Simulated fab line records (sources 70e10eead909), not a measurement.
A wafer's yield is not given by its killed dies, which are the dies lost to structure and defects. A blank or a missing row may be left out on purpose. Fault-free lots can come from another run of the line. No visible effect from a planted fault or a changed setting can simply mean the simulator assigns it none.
Chamber matching :: flow nand_harc :: 4 sister chambers for NHARC_P_M2_CMP_23 on cmp-04
The step polishes, t overpolish 20 s, target thk 144.3 nm. 4 wafers are shown with their chamber, then 8 later ones without.

EACH WAFER AND ITS CHAMBER
wafer: L077.1
chamber: 3
motor_current_A (A): 13.3

wafer: L084.2
chamber: 2
motor_current_A (A): 10.3

wafer: L084.5
chamber: 0
motor_current_A (A): 10.9

wafer: L087.1
chamber: 1
motor_current_A (A): 13.3

WAFERS WHOSE CHAMBER IS MISSING
wafer: L087.2
motor_current_A (A): 13.3

wafer: L087.5
motor_current_A (A): 11.1

wafer: L089.1
motor_current_A (A): 10.3

wafer: L089.5
motor_current_A (A): 10.3

wafer: L089.6
motor_current_A (A): 13.1

wafer: L091.4
motor_current_A (A): 13.4

wafer: L091.5
motor_current_A (A): 13.3

wafer: L091.6
motor_current_A (A): 10.3

THE CHAMBER EACH PASSED THROUGH
wafer: L087.2
from the rows above: can't be placed: 1 or 3
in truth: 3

wafer: L087.5
from the rows above: 0
in truth: 0

wafer: L089.1
from the rows above: 2
in truth: 2

wafer: L089.5
from the rows above: 2
in truth: 2

wafer: L089.6
from the rows above: can't be placed: 1 or 3
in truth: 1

wafer: L091.4
from the rows above: can't be placed: 1 or 3
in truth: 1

wafer: L091.5
from the rows above: can't be placed: 1 or 3
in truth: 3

wafer: L091.6
from the rows above: 2
in truth: 2
4 of 8 placed correctly. Unplaceable from these rows: 4, with the true chamber sitting among the candidates in 4. Number placed wrongly: 0.
How it was worked out, from the rows above alone: a wafer's distance from a chamber is the root of the sum, over the readings, of the square of ((its reading less the chamber's mean) divided by the reading's scatter). The wafer belongs to the nearest chamber; if the next one is less than 2 further off, it can't be placed. For every chamber, the mean is computed from those of its wafers that are shown. The scatter: root of mean squared gap, hidden wafer to nearest shown wafer, with one shown wafer a chamber.
